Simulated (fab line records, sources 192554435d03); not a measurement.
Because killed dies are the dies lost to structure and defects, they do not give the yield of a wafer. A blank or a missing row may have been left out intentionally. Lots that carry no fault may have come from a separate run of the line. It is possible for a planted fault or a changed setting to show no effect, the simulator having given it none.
Chamber matching    flow n5-finfet    N5_BEOL_M11_ALD_74 on ald-metal-01 has 4 sister chambers
The step deposits TaN, target thk 2 nm, pulse time 2 s, purge time 3 s. 16 wafers are shown with their chamber, then 8 later ones without.

== EACH WAFER AND ITS CHAMBER ==
wafer   chamber  heater-power-w (W)  susceptor-temp-C (C)  precursor-vessel-temp-c (C)
L076.1  0        481                 274.81                75.10
L076.2  2        433                 274.90                75.04
L076.4  0        467                 274.93                74.91
L078.1  0        486                 275.20                74.95
L078.4  2        435                 275.25                75.13
L078.6  1        348                 274.76                75.15
L089.2  3        420                 274.80                74.77
L089.3  2        440                 274.82                74.76
L089.5  0        478                 274.82                75.13
L083.3  3        418                 275.30                74.86
L083.4  2        425                 275.22                75.04
L083.5  2        437                 275.11                75.08
L090.2  1        333                 275.01                74.88
L090.3  2        428                 275.13                74.87
L090.6  1        336                 275.19                74.82
L092.1  3        424                 274.71                75.14

SIGNATURES, as means of the wafers listed above
reading                  chamber 0  chamber 1  chamber 2  chamber 3  scatter within a chamber
heater-power-w           478.00     339.00     433.00     420.67     6.43
susceptor-temp-C         274.9400   274.9867   275.0717   274.9367   0.213
precursor-vessel-temp-c  75.0225    74.9500    74.9867    74.9233    0.15
Rule: distance of a wafer from a chamber = root of the sum over the readings of ((wafer's reading minus chamber's mean) / reading's scatter) squared. If the next closest chamber is less than 2 further off than the closest, the wafer can't be placed; otherwise it belongs to the closest. The scatter: take each reading less its chamber's mean, square it, sum over the shown wafers, divide by the number of wafers less the number of chambers, and take the root.

== WAFERS MISSING THEIR CHAMBER ==
wafer   heater-power-w (W)  susceptor-temp-C (C)  precursor-vessel-temp-c (C)
L092.2  348                 274.84                74.92
L092.6  416                 275.03                74.86
L094.1  481                 275.27                75.28
L094.2  432                 275.10                75.13
L094.3  419                 274.74                74.88
L097.1  435                 275.14                75.08
L097.2  343                 274.88                74.99
L097.5  420                 275.00                75.07

== EACH ONE'S CHAMBER ==
wafer   from the rows above      in truth
L092.2  1                        1
L092.6  can't be placed: 3 or 2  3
L094.1  0                        0
L094.2  can't be placed: 2 or 3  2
L094.3  can't be placed: 3 or 2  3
L097.1  can't be placed: 2 or 3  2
L097.2  1                        1
L097.5  can't be placed: 3 or 2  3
3 of 8 placed correctly. From these rows, 5 cannot be placed; in 5 the true chamber is one of the candidates. Placed wrongly: 0.
